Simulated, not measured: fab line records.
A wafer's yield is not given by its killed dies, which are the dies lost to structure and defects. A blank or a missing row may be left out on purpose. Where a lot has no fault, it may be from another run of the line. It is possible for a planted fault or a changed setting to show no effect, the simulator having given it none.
Lot-split experiment -- flow n5Finfet -- route with 1938 steps; 7 lots, 21 wafers read

## THE SPLIT
At N5_DUMMY_GATE_COAT_09 (resist thk 30 nm), the setting spinRpm was moved away from the recipe's 1500 rpm on 7 of the 21 wafers read, by -10.3% to +6.6%. The other wafers ran this setting at the recipe's value.

## FROM THE SPLIT TO THE READING: what the file shows between them, 3 steps
- N5_DUMMY_GATE_EBR_11
- N5_DUMMY_GATE_SOFTBAKE_10: time 60 s
- N5_DUMMY_GATE_DESCUM_20: chemistry O2, time 6.2 s

## THE READING
CAR-EUV_of_DUMMY_GATE_COAT_09.thkNm (the simulator's own value, which no gauge read), in nm, at N5_DUMMY_GATE_ETCH_29 (etches underlayer in N2/H2, target depth 13 nm). There is no usual value for it anywhere in the file. Across the 14 wafers here that went through the recipe, the average is 18.9 nm and the standard deviation 0.21 nm.

wafer,"tool, chamber at the split","spinRpm as run, rpm",against the recipe,"CAR-EUV_of_DUMMY_GATE_COAT_09.thkNm, nm",against lot-mates on the recipe
L077.2,"lithoTrack-03, 0",1587,+5.8%,18.4,-0.9
L077.4,"lithoTrack-03, 0",1500,recipe,19.4,-
L077.5,"lithoTrack-03, 0",1500,recipe,19.2,-
L082.1,"lithoTrack-02, 0",1500,recipe,19,-
L082.2,"lithoTrack-02, 0",1500,recipe,18.6,-
L082.4,"lithoTrack-02, 0",1500,recipe,18.8,-
L083.2,"lithoTrack-02, 0",1365,-9.0%,20.2,+1.4
L083.5,"lithoTrack-02, 0",1365,-9.0%,20.2,+1.4
L083.4,"lithoTrack-02, 0",1500,recipe,18.8,-
L086.1,"lithoTrack-04, 0",1389,-7.4%,20.2,+1.2
L086.3,"lithoTrack-04, 0",1500,recipe,19,-
L086.5,"lithoTrack-04, 0",1500,recipe,19,-
L087.1,"lithoTrack-04, 0",1599,+6.6%,18,-0.6
L087.2,"lithoTrack-04, 0",1599,+6.6%,18.2,-0.4
L087.4,"lithoTrack-04, 0",1500,recipe,18.6,-
L090.2,"lithoTrack-02, 0",1345,-10.3%,20.4,+1.5
L090.3,"lithoTrack-02, 0",1500,recipe,19,-
L090.5,"lithoTrack-02, 0",1500,recipe,18.8,-
L092.1,"lithoTrack-03, 0",1500,recipe,18.8,-
L092.2,"lithoTrack-03, 0",1500,recipe,19,-
L092.4,"lithoTrack-03, 0",1500,recipe,19,-

THE FIT
A straight line over all 21 wafers: CAR-EUV_of_DUMMY_GATE_COAT_09.thkNm changes by -0.137 nm for each +1% of spinRpm; r = -0.96; the points scatter about the line by 0.2 nm.
The same after taking each lot's own level away (the mean of its wafers on the recipe; 21 wafers): -0.136 nm for each +1%; r = -0.97; scatter 0.17 nm.
Per that fit: largest spinRpm move, reading shift of 1.4 nm.
Across the lots, their own levels run from 18.60 to 19.30 nm, a range of 3.4 times the standard deviation given above.
The two slopes agree, so the slope changes little with the lot-to-lot level.
Check: with one of the wafers moved furthest among these (-10.3%) left out of the fit, the line predicts +1.45 nm for it against its lot-mates. Against them it came out at +1.5 nm.

## THESE WAFERS: OTHER SPLITS
Before the reading, these wafers also passed through other splits. Each is held against what the fit with the lots' levels taken away leaves over:
other split on the same wafers,wafers away from the commonest value,r with CAR-EUV_of_DUMMY_GATE_COAT_09.thkNm (lot level and that fit taken away)
N5_ZERO_LAYER_EXPOSE_08 doseMj,6,+0.02
N5_ZERO_LAYER_DEVELOP_10 developTimeS,9,-0.17
N5_FIN_SAQP_HM_DEP_03 timeS,5,+0.03
N5_FIN_SAQP_PECVD_48 timeS,7,-0.19

## THE WHOLE CHAIN: every reading that the file lists as answering this split, in the file's order
step,what it does,reading,change (the file's fit),r (the file's)
N5_DUMMY_GATE_COAT_09,resist thk 30 nm,"CAR-EUV_of_DUMMY_GATE_COAT_09.thkNm (the simulator's own value, which no gauge read)",-0.156 nm for each +1% of the setting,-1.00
N5_DUMMY_GATE_DESCUM_20,"chemistry O2, time 6.2 s","CAR-EUV_of_DUMMY_GATE_COAT_09.thkNm (the simulator's own value, which no gauge read)",-0.153 nm for each +1% of the setting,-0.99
N5_DUMMY_GATE_ETCH_29,"etches underlayer in N2/H2, target depth 13 nm","CAR-EUV_of_DUMMY_GATE_COAT_09.thkNm (the simulator's own value, which no gauge read)",-0.142 nm for each +1% of the setting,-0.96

## THE FILE'S OWN FIT
CAR-EUV_of_DUMMY_GATE_COAT_09.thkNm changes by -0.142 nm for each +1% of spinRpm, r = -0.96.
